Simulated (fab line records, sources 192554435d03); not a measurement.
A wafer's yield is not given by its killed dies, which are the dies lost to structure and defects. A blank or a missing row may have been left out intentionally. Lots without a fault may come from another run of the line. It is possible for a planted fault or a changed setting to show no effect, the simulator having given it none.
Matching of chambers || flow n5_finfet || N5_BEOL_M3_DEP_57 on pecvd-01: 3 sister chambers
The step deposits SiCN from 3MS/NH3, target thk 8 nm, time 14 s. 6 wafers are shown with their chamber, then 8 later ones without.

## EACH WAFER AND ITS CHAMBER
{"wafer": "L086.3", "chamber": 0, "throttle_valve_pct (%)": 9.8, "showerhead_vpp_V (V)": 914}
{"wafer": "L086.5", "chamber": 0, "throttle_valve_pct (%)": 9.8, "showerhead_vpp_V (V)": 896}
{"wafer": "L092.1", "chamber": 2, "throttle_valve_pct (%)": 8.5, "showerhead_vpp_V (V)": 832}
{"wafer": "L092.2", "chamber": 1, "throttle_valve_pct (%)": 9.1, "showerhead_vpp_V (V)": 833}
{"wafer": "L092.5", "chamber": 1, "throttle_valve_pct (%)": 9.2, "showerhead_vpp_V (V)": 851}
{"wafer": "L089.1", "chamber": 2, "throttle_valve_pct (%)": 8.4, "showerhead_vpp_V (V)": 822}

## WAFERS WITH NO CHAMBER GIVEN
{"wafer": "L089.2", "throttle_valve_pct (%)": 8.7, "showerhead_vpp_V (V)": 835}
{"wafer": "L089.3", "throttle_valve_pct (%)": 8.9, "showerhead_vpp_V (V)": 840}
{"wafer": "L093.1", "throttle_valve_pct (%)": 8.9, "showerhead_vpp_V (V)": 836}
{"wafer": "L093.4", "throttle_valve_pct (%)": 8.9, "showerhead_vpp_V (V)": 846}
{"wafer": "L093.5", "throttle_valve_pct (%)": 8.6, "showerhead_vpp_V (V)": 840}
{"wafer": "L095.4", "throttle_valve_pct (%)": 9.0, "showerhead_vpp_V (V)": 850}
{"wafer": "L095.5", "throttle_valve_pct (%)": 8.8, "showerhead_vpp_V (V)": 841}
{"wafer": "L095.6", "throttle_valve_pct (%)": 8.5, "showerhead_vpp_V (V)": 825}

## EACH ONE'S CHAMBER
{"wafer": "L089.2", "from the rows above": 2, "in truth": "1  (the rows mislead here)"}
{"wafer": "L089.3", "from the rows above": 1, "in truth": 1}
{"wafer": "L093.1", "from the rows above": 1, "in truth": 1}
{"wafer": "L093.4", "from the rows above": 1, "in truth": 1}
{"wafer": "L093.5", "from the rows above": 2, "in truth": 2}
{"wafer": "L095.4", "from the rows above": 1, "in truth": 1}
{"wafer": "L095.5", "from the rows above": "can't be placed: 1 or 2", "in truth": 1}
{"wafer": "L095.6", "from the rows above": 2, "in truth": 2}
6 of 8 placed correctly. Can't be placed from these rows: 1 (the true chamber is among the candidates in 1). Number placed wrongly: 1.
How it was worked out, from the rows above alone: a wafer's distance from a chamber is the root of the sum, over the readings, of the square of ((its reading less the chamber's mean) divided by the reading's scatter). The wafer belongs to the nearest chamber; if the next one is less than 2 further off, it can't be placed. A chamber's mean is the mean of its shown wafers. The scatter: take each reading less its chamber's mean, square it, sum over the shown wafers, divide by the number of wafers less the number of chambers, and take the root.
